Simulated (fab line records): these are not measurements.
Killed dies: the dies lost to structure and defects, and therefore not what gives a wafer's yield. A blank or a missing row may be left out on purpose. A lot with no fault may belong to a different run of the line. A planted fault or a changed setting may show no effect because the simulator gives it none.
fab line records	flow n5-finfet
[record] lots = 7	wafers = 21
route steps=1938 shown ZERO_LAYER@6 FIN_SAQP@104 FIN_CUT@160 DUMMY_GATE@220 SD_EPI_N@288 SDB@349 GATE_CUT@479
start-h: hours from the record's first day to the start of the lot's first wafer shown	wait-h: hours since the lot's step before	" the same as in the row above	L1.1+2: one row covering several wafers at once	- value missing, or start not given	* or withheld: withheld	< > ~ a bound
route shown NAME@n: NAME is a module with steps in the file, n the number in the route of the first one	usual: mean/standard deviation taken from wafers without a fault	same: alike in all rows	chamber/n: place in a boat	sites: the reading at each site	_std_site: standard deviation of those values	_edge_site: mean of outer sites minus mean of inner sites	radius-mm: for every site, how far away it sits from the centre of the wafer	mask NAME#n: copy n	behind: tool/chamber where the wafer was last shaped	hold: the reason the lot was held/the length of the hold in hours/how it ended	device: the transistor (n, p or np) that didn't switch	end of line: tests of these same wafers at the route's end	a step with no rows: only its recipe	killed: the dies lost at the first sort to structure and to defects; this is not the yield of the wafer	map: a wafer's dies, x killed, . not, _ none there
set.NAME: the setting the step ran with; set.NAME@STEP: the setting that earlier step ran with	model.NAME: the simulator's own value behind a step, which no gauge read
lots whose settings were changed on purpose; a table a step, a row a wafer
[[steps]]
[step N5_ZERO_LAYER_COAT_05]
[recipe] spin-rpm = 1500	resist-thk-nm = 1000
lot.wafer	tool	chamber	start-h	wait-h	set.spin-rpm	model.coat_of_ZERO_LAYER_COAT_05.thk-nm
L074.3	litho-track-01	0	-	-	1612	967.2
L074.4	"	0	"	"	1612	967.5
L074.6	"	0	"	"	1500	1002
L075.1+3	litho-track-01	0	-	-	1500	1006
L075.2	"	0	"	"	1335	1067
L077.2	litho-track-04	0	-	-	1665	951.7
L077.3	"	0	"	"	1500	998.4
L077.5	"	0	"	"	1500	998
L078.2+5	litho-track-03	0	-	-	1500	1000
L078.6	"	0	"	"	1500	1001
L087.1+3+4	litho-track-04	0	-	-	1500	1003
L092.3	litho-track-04	0	-	-	1500	1000
L092.4	"	0	"	"	1500	998.2
L092.6	"	0	"	"	1500	1004
L097.1	litho-track-04	0	-	-	1500	996.3
L097.4	"	0	"	"	1500	995.2
L097.5	"	0	"	"	1500	994.7
[step N5_ZERO_LAYER_ETCH_18]
[recipe] chemistry = HBr/Cl2	target = Si	target-depth-a = 1200	time-s = 40	pressure-mtorr = 10	icp-w = 800	bias-w = 75	HBr_flow_sccm = 150	Cl2_flow_sccm = 80
lot.wafer	tool	chamber	start-h	wait-h	set.bias-w	set.spin-rpm@ZERO_LAYER_COAT_05	model.coat_of_ZERO_LAYER_COAT_05.thk-nm
L074.3	rie-si-02	0	12.82	0.0	75	1612	896.2
L074.4	"	2	"	"	75	1612	897.9
L074.6	"	0	"	"	75	1500	930.9
L075.1	rie-si-02	3	19.34	0.0	80.86	1500	934.3
L075.2	"	0	"	"	75	1335	995.6
L075.3	"	1	"	"	80.86	1500	934.8
L077.2	rie-si-05	2	31.91	0.0	75	1665	879.5
L077.3	"	1	"	"	75	1500	928.6
L077.5	"	0	"	"	75	1500	926.6
L078.2	rie-si-05	1	36.79	0.0	75	1500	930.4
L078.5	"	0	"	"	79.68	1500	928.6
L078.6	"	3	"	"	79.68	1500	929.9
L087.1	rie-si-02	3	90.91	0.0	75	1500	933.9
L087.3	"	0	"	"	75	1500	933.5
L087.4	"	1	"	"	75	1500	934
L092.3	rie-si-03	0	120.79	0.0	87.77	1500	928.8
L092.4	"	1	"	"	75	1500	929
L092.6	"	2	"	"	87.77	1500	932.5
L097.1	rie-si-05	2	150.81	0.0	75	1500	926.6
L097.4	"	3	"	"	75	1500	924.4
L097.5	"	2	"	"	75	1500	924.7
[step N5_ZERO_LAYER_STRIP_24]
[recipe] chemistry = O2	power-w = 1000	temp-c = 250	overash-fraction = 0.3	pressure-mtorr = 1000	o2-flow-sccm = 6750
[usual] strip-time-to-endpoint-s = 43.84/0.085
lot.wafer	tool	chamber	start-h	wait-h	set.spin-rpm@ZERO_LAYER_COAT_05	strip-time-to-endpoint-s
L074.3	plasma-asher-01	1	12.94	0.1	1612	42.82
L074.4	"	0	"	"	1612	42.88
L074.6	"	1	"	"	1500	43.85
L075.1	plasma-asher-01	0	19.48	0.1	1500	43.98
L075.2	"	1	"	"	1335	45.80
L075.3	"	0	"	"	1500	43.98
L077.2	plasma-asher-02	0	32.01	0.1	1665	42.32
L077.3	"	1	"	"	1500	43.79
L077.5	"	1	"	"	1500	43.74
L078.2	plasma-asher-01	1	36.89	0.1	1500	43.86
L078.5	"	0	"	"	1500	43.78
L078.6	"	1	"	"	1500	43.83
L087.1	plasma-asher-02	0	91.02	0.1	1500	43.95
L087.3	"	1	"	"	1500	43.94
L087.4	"	0	"	"	1500	43.96
L092.3	plasma-asher-01	0	120.91	0.1	1500	43.81
L092.4	"	1	"	"	1500	43.81
L092.6	"	0	"	"	1500	43.89
L097.1	plasma-asher-01	0	150.92	0.1	1500	43.71
L097.4	"	1	"	"	1500	43.67
L097.5	"	0	"	"	1500	43.68
[step N5_FIN_SAQP_COAT_50]
[recipe] resist = SiARC	temp-c = 220	time-s = 60	spin-rpm = 1500	resist-thk-nm = 35
lot.wafer	tool	chamber	start-h	wait-h	set.spin-rpm	model.SiARC_of_FIN_SAQP_COAT_50.thk-nm
L074.3	litho-track-01	0	-	-	1500	35.11
L074.4	"	0	"	"	1652	33.63
L074.6	"	0	"	"	1500	35.2
L075.1	litho-track-02	0	-	-	1500	35.02
L075.2	"	0	"	"	1500	35
L075.3	"	0	"	"	1646	33.39
L077.2	litho-track-01	0	-	-	1369	36.75
L077.3	"	0	"	"	1500	34.91
L077.5	"	0	"	"	1369	36.69
L078.2	litho-track-03	0	-	-	1500	34.92
L078.5	"	0	"	"	1661	33.25
L078.6	"	0	"	"	1661	33.29
L087.1	litho-track-01	0	-	-	1500	34.98
L087.3	"	0	"	"	1500	35.01
L087.4	"	0	"	"	1500	34.95
L092.3	litho-track-01	0	-	-	1583	34.09
L092.4	"	0	"	"	1500	35.01
L092.6	"	0	"	"	1500	34.92
L097.1	litho-track-03	0	-	-	1500	35.19
L097.4	"	0	"	"	1500	35.22
L097.5	"	0	"	"	1414	36.25
[step N5_FIN_CUT_EXPOSE_05]
[recipe] mask-id = FIN_CUT	na = 0.33	source-shape = annular	sigma-inner = 0.35	sigma-outer = 0.8	polarization = unpolarized	dose-mj = 45.75
lot.wafer	tool	chamber	start-h	wait-h	mask	set.dose-mj
L074.3+6	euv-scanner-01	0	27.46	-	FIN_CUT#0	45.75
L074.4	"	0	"	"	FIN_CUT#0	46.77
L075.1+2+3	euv-scanner-02	0	33.04	-	FIN_CUT#0	45.75
L077.2+3+5	euv-scanner-02	0	44.83	-	FIN_CUT#0	45.75
L078.2+5	euv-scanner-02	0	50.13	-	FIN_CUT#0	47.95
L078.6	"	0	"	"	FIN_CUT#0	45.75
L087.1+3+4	euv-scanner-01	0	107.39	-	FIN_CUT#0	45.75
L092.3	euv-scanner-01	0	136.65	-	FIN_CUT#0	45.75
L092.4+6	"	0	"	"	FIN_CUT#0	44.11
L097.1+5	euv-scanner-01	0	164.19	-	FIN_CUT#0	44.31
L097.4	"	0	"	"	FIN_CUT#0	45.75
[step N5_FIN_CUT_PEB_06]
[recipe] peb-temp-c = 100	peb-time-s = 60	resist = CAR-EUV
[step N5_FIN_CUT_DEVELOP_07]
[recipe] develop-time-s = 30	developer = TMAH	resist = CAR-EUV	rinse-liquid = surfactant-rinse	dry = air-spin	dev-temp-c = 23
[step N5_FIN_CUT_DESCUM_13]
[recipe] chemistry = O2	time-s = 7	source-power-w = 50	bias-power-w = 20	pressure-mtorr = 20	rf-frequency-hz = 2.712e+07	temp-c = 40	resist = CAR-EUV	o2-flow-sccm = 225
[step N5_FIN_CUT_ETCH_30]
[recipe] chemistry = N2/H2	target = underlayer	target-depth-a = 130	mask-material = CAR-EUV	time-s = 10.4	ion-energy-ev = 200	pressure-mtorr = 30	source-w = 840	bias-w = 150	n2-flow-sccm = 200	h2-flow-sccm = 200	ends = cleared
lot.wafer	tool	chamber	start-h	wait-h	set.dose-mj@FIN_CUT_EXPOSE_05	model.FIN_CUT.cd-offset-nm
L074.3	rie-diel-05	2	27.73	0.0	45.75	0
L074.4	"	1	"	"	46.77	0.4
L074.6	"	1	"	"	45.75	0.2
L075.1	rie-diel-03	0	33.34	0.0	45.75	-0.2
L075.2+3	"	2,1	"	"	45.75	0
L077.2	rie-diel-05	1	45.12	0.0	45.75	0.2
L077.3+5	"	2,0	"	"	45.75	0
L078.2	rie-diel-05	2	50.42	0.0	47.95	0.6
L078.5	"	1	"	"	47.95	0.8
L078.6	"	2	"	"	45.75	-0.2
L087.1	rie-diel-03	1	107.85	0.0	45.75	-0.2
L087.3	"	0	"	"	45.75	0
L087.4	"	3	"	"	45.75	0.2
L092.3	rie-diel-03	1	136.92	0.0	45.75	0
L092.4+6	"	0,3	"	"	44.11	-0.6
L097.1	rie-diel-06	0	164.48	0.0	44.31	-0.4
L097.4	"	2	"	"	45.75	0
L097.5	"	2	"	"	44.31	-0.6
[step N5_DUMMY_GATE_HM_DEP_06]
[recipe] material = SiNx	target-thk-a = 800	precursor = DCS/NH3	temp-c = 700	pressure-mtorr = 300	time-s = 5141
lot.wafer	tool	chamber	start-h	wait-h	set.time-s	model.SiNx_of_DUMMY_GATE_HM_DEP_06.thk-nm
L074.3+4+6	-	-	-	0.0	5432	84.6
L075.1+3	-	-	-	0.0	5907	91.6
L075.2	"	-	"	"	5907	91.4
L077.2	-	-	-	0.0	5906	90.2
L077.3	"	-	"	"	5906	91
L077.5	"	-	"	"	5906	90.4
L078.2	-	-	-	0.0	5507	86.2
L078.5	"	-	"	"	5507	86.8
L078.6	"	-	"	"	5507	86
L087.1	lpcvd-01	1/15	122.13	0.0	5141	81.4
L087.3	"	1/25	"	"	5141	81.2
L087.4	"	1/29	"	"	5141	80.8
L092.3+6	-	-	-	0.0	4587	71.6
L092.4	"	-	"	"	4587	72.2
L097.1+5	-	-	-	0.0	5141	78.2
L097.4	"	-	"	"	5141	78
[step N5_DUMMY_GATE_COAT_28]
[recipe] resist = underlayer	temp-c = 205	time-s = 60	spin-rpm = 1500	resist-thk-nm = 10
lot.wafer	tool	chamber	start-h	wait-h	set.spin-rpm	model.underlayer_of_DUMMY_GATE_COAT_28.thk-nm
L074.3	litho-track-04	0	-	-	1500	10
L074.4	"	0	"	"	1368	10.4
L074.6	"	0	"	"	1368	10.6
L075.1	litho-track-01	0	-	-	1408	10.2
L075.2	"	0	"	"	1500	10
L075.3	"	0	"	"	1408	10.4
L077.2+5	litho-track-03	0	-	-	1410	10.4
L077.3	"	0	"	"	1500	10
L078.2	litho-track-04	0	-	-	1500	10
L078.5+6	"	0	"	"	1557	9.8
L087.1+3+4	litho-track-03	0	-	-	1500	10
L092.3	litho-track-01	0	-	-	1413	10.4
L092.4+6	"	0	"	"	1500	10
L097.1+4	litho-track-01	0	-	-	1500	10
L097.5	"	0	"	"	1565	9.8
[step N5_SD_EPI_N_EPI_21]
[recipe] material = Si:P	dopant = P	temp-c = 680	pressure-torr = 255	time-s = 690
lot.wafer	tool	chamber	start-h	wait-h	set.temp-c	model.Si-P_of_SD_EPI_N_EPI_21.thk-nm
L074.3	epi-rpcvd-03	0	51.48	0.7	683.4	62.4
L074.4	"	0	"	"	680	59.2
L074.6	"	0	"	"	683.4	63.2
L075.1	epi-rpcvd-04	0	56.54	0.1	682.2	59.8
L075.2	"	0	"	"	680	58.6
L075.3	"	0	"	"	680	58.2
L077.2	epi-rpcvd-01	0	70.49	0.4	677.1	56
L077.3	"	0	"	"	677.1	55.6
L077.5	"	0	"	"	680	58.6
L078.2+6	epi-rpcvd-03	0	73.15	0.4	683.3	62.8
L078.5	"	0	"	"	680	59
L087.1+4	epi-rpcvd-03	0	131.12	0.3	680	58.6
L087.3	"	0	132.12	1.2	680	58.8
L092.3	epi-rpcvd-03	0	160.65	0.9	680	58.8
L092.4	"	0	"	"	680	59
L092.6	"	0	"	"	680	57.4
L097.1	epi-rpcvd-03	0	189.48	0.1	680	57.8
L097.4	"	0	"	"	680	58.8
L097.5	"	0	"	"	680	58
[step N5_SD_EPI_N_PRECLEAN_24]
[recipe] chemistry = O3/DIW	time-s = 60	temp-c = 22	o3-ppm = 10
lot.wafer	tool	chamber	start-h	wait-h	set.temp-c@SD_EPI_N_EPI_21	model.Si-P_of_SD_EPI_N_EPI_21.thk-nm
L074.3	wet-bench-02	2	52.68	0.0	683.4	62
L074.4	"	3	"	"	680	58.8
L074.6	"	7	"	"	683.4	62.8
L075.1	wet-bench-06	6	58.29	0.0	682.2	59.4
L075.2	"	5	"	"	680	58.2
L075.3	"	7	"	"	680	57.8
L077.2	wet-bench-02	0	71.97	0.0	677.1	55.6
L077.3	"	5	"	"	677.1	55.4
L077.5	"	2	"	"	680	58.2
L078.2	wet-bench-06	2	74.65	0.0	683.3	62.2
L078.5	"	6	"	"	680	58.6
L078.6	"	3	"	"	683.3	62.4
L087.1+4	wet-bench-02	6,2	134.20	0.0	680	58.2
L087.3	"	1	"	"	680	58.4
L092.3	wet-bench-06	1	162.22	0.0	680	58.4
L092.4	"	2	"	"	680	58.6
L092.6	"	7	"	"	680	57
L097.1	wet-bench-06	1	191.23	0.0	680	57.4
L097.4	"	2	"	"	680	58.4
L097.5	"	0	"	"	680	57.6
[step N5_SDB_COAT_04]
[recipe] resist = SiARC	temp-c = 220	time-s = 60	spin-rpm = 1500	resist-thk-nm = 18
lot.wafer	tool	chamber	start-h	wait-h	set.spin-rpm	model.SiARC_of_SDB_COAT_04.thk-nm
L074.3	litho-track-02	0	-	-	1645	17.2
L074.4+6	"	0	"	"	1500	18
L075.1+2+3	litho-track-01	0	-	-	1500	18
L077.2+5	litho-track-01	0	-	-	1500	18
L077.3	"	0	"	"	1612	17.4
L078.2	litho-track-03	0	-	-	1500	18
L078.5+6	"	0	"	"	1351	19
L087.1+3+4	litho-track-01	0	-	-	1500	18
L092.3	litho-track-03	0	-	-	1587	17.4
L092.4+6	"	0	"	"	1500	18
L097.1	litho-track-02	0	-	-	1549	17.6
L097.4+5	"	0	"	"	1500	18
[step N5_SDB_COAT_05]
[recipe] resist = CAR-ArF	spin-rpm = 1500	resist-thk-nm = 90
[step N5_SDB_EBR_07]
[recipe] solvent = PGMEA	ebr-width-mm = 1.5
[step N5_SDB_DESCUM_16]
[recipe] chemistry = O2	time-s = 7.9	source-power-w = 50	bias-power-w = 20	pressure-mtorr = 20	rf-frequency-hz = 2.712e+07	temp-c = 40	resist = CAR-ArF	o2-flow-sccm = 225
[step N5_SDB_ETCH_17]
[recipe] chemistry = CF4	target = SiARC	target-depth-a = 234	mask-material = CAR-ArF	time-s = 39	ion-energy-ev = 80	pressure-mtorr = 40	source-w = 545	bias-w = 36	Ar_flow_sccm = 100	cf4-flow-sccm = 100	ends = cleared
lot.wafer	tool	chamber	start-h	wait-h	set.spin-rpm@SDB_COAT_04	model.etch.depth-nm	model.CAR-ArF_of_SDB_COAT_05.thk-nm
L074.3	rie-diel-01	0	65.18	0.0	1645	17.13	67.2
L074.4	"	3	"	"	1500	17.92	66.4
L074.6	"	3	"	"	1500	17.97	66.2
L075.1	rie-diel-01	1	71.95	0.0	1500	18.01	67
L075.2	"	2	"	"	1500	18.02	66.8
L075.3	"	3	"	"	1500	17.96	67
L077.2	rie-diel-02	2	84.44	0.0	1500	17.95	66.8
L077.3	"	1	"	"	1612	17.35	67.4
L077.5	"	1	"	"	1500	18.03	67
L078.2	rie-diel-04	1	87.04	0.0	1500	17.97	66.8
L078.5	"	3	"	"	1351	18.97	65.8
L078.6	"	2	"	"	1351	18.95	65.8
L087.1	rie-diel-04	2	147.89	0.0	1500	17.92	67.2
L087.3	"	1	"	"	1500	17.97	67
L087.4	"	3	"	"	1500	17.94	67
L092.3	rie-diel-01	1	175.41	0.0	1587	17.49	67.6
L092.4	"	0	"	"	1500	17.94	67
L092.6	"	2	"	"	1500	17.92	67
L097.1	rie-diel-02	1	205.03	0.0	1549	17.65	66.8
L097.4	"	3	"	"	1500	17.92	66.6
L097.5	"	0	"	"	1500	17.97	66.6
[step N5_SDB_ALD_29]
[recipe] material = SiNx	target-thk-a = 300	temp-c = 400	ald-precursor-family = SiH2I2	ald-co-reactant = N2/H2-plasma	pulse-time-s = 1	ald-cycles = 600	purge-time-s = 2	co-reactant-purge-time-s = 2	pressure-torr = 2
lot.wafer	tool	chamber	start-h	wait-h	set.ald-cycles	model.SiNx_of_SDB_ALD_29.thk-nm
L074.3	ald-sin-03	2	66.22	0.0	600	30.2
L074.4	"	3	"	"	600	30
L074.6	"	1	67.57	1.4	600	29.8
L075.1	ald-sin-01	3	74.02	0.0	691	34.6
L075.2+3	"	2,1	"	"	600	30
L077.2+5	ald-sin-04	0	85.25	0.0	600	30.2
L077.3	"	1	"	"	600	30
L078.2	ald-sin-04	1	87.95	0.1	501	25.2
L078.5	"	0	89.31	1.5	600	30
L078.6	"	1	"	"	600	30.2
L087.1	ald-sin-03	0	148.64	0.0	600	29.8
L087.3	"	3	"	"	600	30
L087.4	"	2	"	"	600	30.2
L092.3+4	ald-sin-03	1,2	176.46	0.0	567	28.4
L092.6	"	2	177.81	1.4	600	30
L097.1	ald-sin-01	2	205.83	0.0	628	31.4
L097.4	"	3	"	"	628	31.6
L097.5	"	1	207.18	1.4	600	30
[step N5_SDB_CMP_30]
[recipe] stop-on = poly-Si	t-overpolish-s = 1.54	post-cmp-clean = alkaline-brush	down-force-psi = 4.1491	platen-rpm = 51.796	pad-velocity-m-s = 1.0306	target-thk-nm = 30
lot.wafer	tool	chamber	start-h	wait-h	set.ald-cycles@SDB_ALD_29	model.SiNx_of_SDB_ALD_29.thk-nm
L074.4	cmp-01	3	68.99	1.4	600	30
L074.3	"	1	"	"	600	30.2
L074.6	"	3	"	"	600	29.8
L075.2+3	cmp-04	3,0	76.79	1.4	600	30
L075.1	"	1	"	"	691	27.6
L077.2+5	cmp-04	2	87.98	1.4	600	30.2
L077.3	"	3	"	"	600	30
L078.2	cmp-04	0	90.81	1.5	501	25.2
L078.6	"	1	"	"	600	30.2
L078.5	"	2	"	"	600	30
L087.3	cmp-04	0	151.38	1.4	600	30
L087.1	"	1	"	"	600	29.8
L087.4	"	2	"	"	600	30.2
L092.3+4	cmp-03	2,1	179.19	1.4	567	28.4
L092.6	"	3	"	"	600	30
L097.1	cmp-04	3	208.56	1.4	628	28.2
L097.4	"	1	"	"	628	28.6
L097.5	"	0	"	"	600	30
[step N5_GATE_CUT_COAT_35]
[recipe] resist = SiARC	temp-c = 220	time-s = 60	spin-rpm = 1500	resist-thk-nm = 10
lot.wafer	tool	chamber	start-h	wait-h	set.spin-rpm	model.SiARC_of_GATE_CUT_COAT_35.thk-nm
L074.3+4	litho-track-01	0	-	-	1346	10.6
L074.6	"	0	"	"	1500	10
L075.1+2+3	litho-track-01	0	-	-	1598	9.6
L077.2	litho-track-03	0	-	-	1591	9.6
L077.3+5	"	0	"	"	1500	10
L078.2+5+6	litho-track-04	0	-	-	1500	10
L087.1+3+4	litho-track-03	0	-	-	1500	10
L092.3	litho-track-04	0	-	-	1500	10
L092.4+6	"	0	"	"	1445	10.2
L097.1+4	litho-track-04	0	-	-	1616	9.6
L097.5	"	0	"	"	1500	10
[[key]]
[split] step = N5_ZERO_LAYER_COAT_05	setting = spin-rpm	stated = 1500	by = wafer
[response] step = N5_ZERO_LAYER_COAT_05	reading = model.coat_of_ZERO_LAYER_COAT_05.thk-nm	change = -4.84	per = 1%	r = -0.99
[response] step = N5_ZERO_LAYER_ETCH_18	reading = model.coat_of_ZERO_LAYER_COAT_05.thk-nm	change = -4.88	per = 1%	r = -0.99
[response] step = N5_ZERO_LAYER_STRIP_24	reading = strip-time-to-endpoint-s	change = *	per = 1%	r = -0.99
[split] step = N5_ZERO_LAYER_ETCH_18	setting = bias-w	stated = 75	by = wafer
response none clear
[split] step = N5_FIN_SAQP_COAT_50	setting = spin-rpm	stated = 1500	by = wafer
[response] step = N5_FIN_SAQP_COAT_50	reading = model.SiARC_of_FIN_SAQP_COAT_50.thk-nm	change = -0.167	per = 1%	r = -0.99
[split] step = N5_FIN_CUT_EXPOSE_05	setting = dose-mj	stated = 45.75	by = wafer
[response] step = N5_FIN_CUT_ETCH_30	reading = model.FIN_CUT.cd-offset-nm	change = +0.172	per = 1%	r = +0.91
[split] step = N5_DUMMY_GATE_HM_DEP_06	setting = time-s	stated = 5141	by = lot
[response] step = N5_DUMMY_GATE_HM_DEP_06	reading = model.SiNx_of_DUMMY_GATE_HM_DEP_06.thk-nm	change = +0.761	per = 1%	r = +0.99
[split] step = N5_DUMMY_GATE_COAT_28	setting = spin-rpm	stated = 1500	by = wafer
[response] step = N5_DUMMY_GATE_COAT_28	reading = model.underlayer_of_DUMMY_GATE_COAT_28.thk-nm	change = -0.0578	per = 1%	r = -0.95
[split] step = N5_SD_EPI_N_EPI_21	setting = temp-c	stated = 680	by = wafer
[response] step = N5_SD_EPI_N_EPI_21	reading = model.Si-P_of_SD_EPI_N_EPI_21.thk-nm	change = +6.85	per = 1%	r = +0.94
[response] step = N5_SD_EPI_N_PRECLEAN_24	reading = model.Si-P_of_SD_EPI_N_EPI_21.thk-nm	change = +6.74	per = 1%	r = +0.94
[split] step = N5_SDB_COAT_04	setting = spin-rpm	stated = 1500	by = wafer
[response] step = N5_SDB_COAT_04	reading = model.SiARC_of_SDB_COAT_04.thk-nm	change = -0.0922	per = 1%	r = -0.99
[response] step = N5_SDB_ETCH_17	reading = model.etch.depth-nm	change = -0.089	per = 1%	r = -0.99
[response] step = N5_SDB_ETCH_17	reading = model.CAR-ArF_of_SDB_COAT_05.thk-nm	change = +0.0907	per = 1%	r = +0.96
[split] step = N5_SDB_ALD_29	setting = ald-cycles	stated = 600	by = wafer
[response] step = N5_SDB_ALD_29	reading = model.SiNx_of_SDB_ALD_29.thk-nm	change = +0.3	per = 1%	r = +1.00
[response] step = N5_SDB_CMP_30	reading = model.SiNx_of_SDB_ALD_29.thk-nm	shape = bent	at-lowest = 25.2	at-stated = 30.04	at-highest = 27.6
[split] step = N5_GATE_CUT_COAT_35	setting = spin-rpm	stated = 1500	by = wafer
[response] step = N5_GATE_CUT_COAT_35	reading = model.SiARC_of_GATE_CUT_COAT_35.thk-nm	change = -0.0576	per = 1%	r = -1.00
